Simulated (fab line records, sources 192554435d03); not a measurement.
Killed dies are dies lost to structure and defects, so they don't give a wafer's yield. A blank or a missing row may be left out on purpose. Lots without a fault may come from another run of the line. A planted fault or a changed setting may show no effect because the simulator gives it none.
A struck lot beside a sound one | flow n5_finfet | 36 steps out of a route of 1938
Sound: wafers L237.2, L237.4, L237.6. Struck: wafer L229.2. (L229.1, L229.4 of the same lot were not struck and are left out.) The cause comes at the end.
At each step with rows: each side's tool, then ch and its chambers, then its first start. Under that, the readings that differ: sound wafers | struck wafers | difference of the means | sigmas: that difference in standard deviations of wafers without a fault.
alike: readings whose means differ by less than 2 such deviations, and words and numbers that are the same on both sides. not compared: withheld readings, readings that some wafer has no value for, bounds like >300 that may hide the same value, and numbers for which the record gives no deviation and whose values overlap.
The two part at a step that has a row with sigmas, a row that says differs or no value, or rows on one side only. Numbers that don't overlap but have no deviation are shown without sigmas and don't part them. A reading that every wafer of one side lacks parts them only if that side has two wafers or more.

first, 9 steps without rows for these wafers: N5_BEOL_M4_ANNEAL_95 (time 240 s); N5_BEOL_M4_SPUTTER_96 (material Cu, target thk 4.5 nm, time 8.29 s); N5_BEOL_M4_ECD_50 (material Cu, target thk 300 nm); N5_BEOL_M4_ANNEAL_51 (time 90 s); N5_BEOL_M4_CMP_52 (polishes, stops on SiOC, t overpolish 6.8 s, target thk 40 nm); N5_BEOL_M4_PRE_CLEAN_60 (time 15 s); N5_BEOL_M4_CO_CAP_55 (material Co, precursor CCTBA/H2, target thk 2 nm, time 102.1 s); N5_BEOL_M4_PRE_CLEAN_56 (time 15 s); N5_BEOL_M4_DEP_57 (deposits SiCN from 3MS/NH3, target thk 8 nm, time 14 s).
N5_BEOL_M4_RC_MEAS_101:
  sound on prober-01 ch 0, day 13 22:11; struck on prober-01 ch 0, day 11 21:16
  reading       | sound          | struck | difference | sigmas
  SS_P (mV/dec) | 74.1 73.4 74.7 | 72.5   | -1.6       | -2
  alike: DIBL_N, DIBL_P, IOFF_N, IOFF_P, ION_N, ION_P, SS_N, VT_N, VT_P
then, 24 steps without rows for these wafers: N5_BEOL_M5_ILD_DEP_00 (deposits SiCOH lowk from DEMS/porogen, target thk 140.64 nm, time 25.9 s); N5_BEOL_M5_CURE_79 (cures SiCOH lowk, time 240 s); N5_BEOL_M5_PECVD_70 (deposits SiO2 from TEOS/O2, target thk 16 nm, time 18 s); N5_BEOL_M5_HM_DEP_02 (deposits TiN, target thk 20 nm); N5_BEOL_M5_COAT_59 (time 60 s, resist thk 60 nm); N5_BEOL_M5_COAT_60 (time 60 s, resist thk 12 nm); N5_BEOL_M5_COAT_71 (time 60 s, resist thk 5 nm); N5_BEOL_M5_COAT_05 (resist thk 30 nm); N5_BEOL_M5_EBR_07; N5_BEOL_M5_SOFTBAKE_06 (time 60 s); N5_BEOL_M5_EXPOSE_08 (exposes mask M5, target cd 28 nm); N5_BEOL_M5_PEB_09 (peb time 60 s); N5_BEOL_M5_DEVELOP_10 (develop time 30 s); N5_BEOL_M5_DESCUM_16 (chemistry O2, time 7 s); N5_BEOL_M5_ETCH_72 (etches underlayer in N2/H2, target depth 6.5 nm, time 5.2 s); N5_BEOL_M5_ETCH_61 (etches SiARC in CF4, target depth 15.6 nm, time 26 s); N5_BEOL_M5_ETCH_62 (etches SOC in N2/H2, target depth 75 nm, overetch 15 nm, time 112.5 s); N5_BEOL_M5_STRIP_63 (strips in N2/H2); N5_BEOL_M5_STRIP_73 (strips in N2/H2); N5_BEOL_M5_STRIP_64 (strips in CF4); N5_BEOL_M5_HM_OPEN_17 (chemistry Cl2/BCl3, target TiN, target depth 20 nm, overetch 6 nm); N5_BEOL_M5_STRIP_19 (strips in O2); N5_BEOL_M5_COAT_65 (time 60 s, resist thk 60 nm); N5_BEOL_M5_COAT_66 (time 60 s, resist thk 12 nm).
-- the record jumps here: 4 days lie between the struck wafers' starts before and after (it left off in module BEOL_M5 and takes up again in module PASSIVATION, whose first step shown is number 1936 of the route) --
N5_PASSIVATION_PECVD_01: deposits SiNx from SiH4/NH3/N2, target thk 200 nm, time 43.2 s.
  sound on pecvd-04 ch 0,1, day 17 17:30; struck on pecvd-03 ch 2, day 16 06:26
  reading                                        | sound             | struck | difference | sigmas
  model.SiNx_of_PASSIVATION_PECVD_01.thk_nm (nm) | 200.8 197.4 202.4 | 205.8  | +5.6       |
  alike: heater_power_w, showerhead_plenum_p_Torr, throttle_valve_pct
  not compared: since_wet_clean_h
N5_PASSIVATION_PROBE_49:
  sound on prober-01, day 18 00:53; struck on prober-02, day 16 14:25
  reading                  | sound          | struck | difference | sigmas
  defect_limited_yield (%) | 92.2 91.4 90.3 | 80.2   | -11.1      | -9
  killed_at_other          | 6 7 7          | 135    | +128       | +41
  killed_dies              | 92 101 114     | 234    | +132       | +9
  sort_bin_5_function (%)  | 4.2 5.5 5.8    | 16.1   | +10.9      | +14
  sort_n_pass              | 1088 1079 1066 | 946    | -132       | -9
  sort_yield_pct (%)       | 92.2 91.4 90.3 | 80.2   | -11.1      | -9
  alike: killed_at_M0_to_M3, killed_at_M4_up, killed_at_contacts, killed_at_front_end, killed_on_rim, killed_open, killed_short, sort_bin_6_memory

WHERE THEY PART
First at N5_BEOL_M4_RC_MEAS_101; last, within this record, at N5_PASSIVATION_PROBE_49.

WHY: what the simulator had put in
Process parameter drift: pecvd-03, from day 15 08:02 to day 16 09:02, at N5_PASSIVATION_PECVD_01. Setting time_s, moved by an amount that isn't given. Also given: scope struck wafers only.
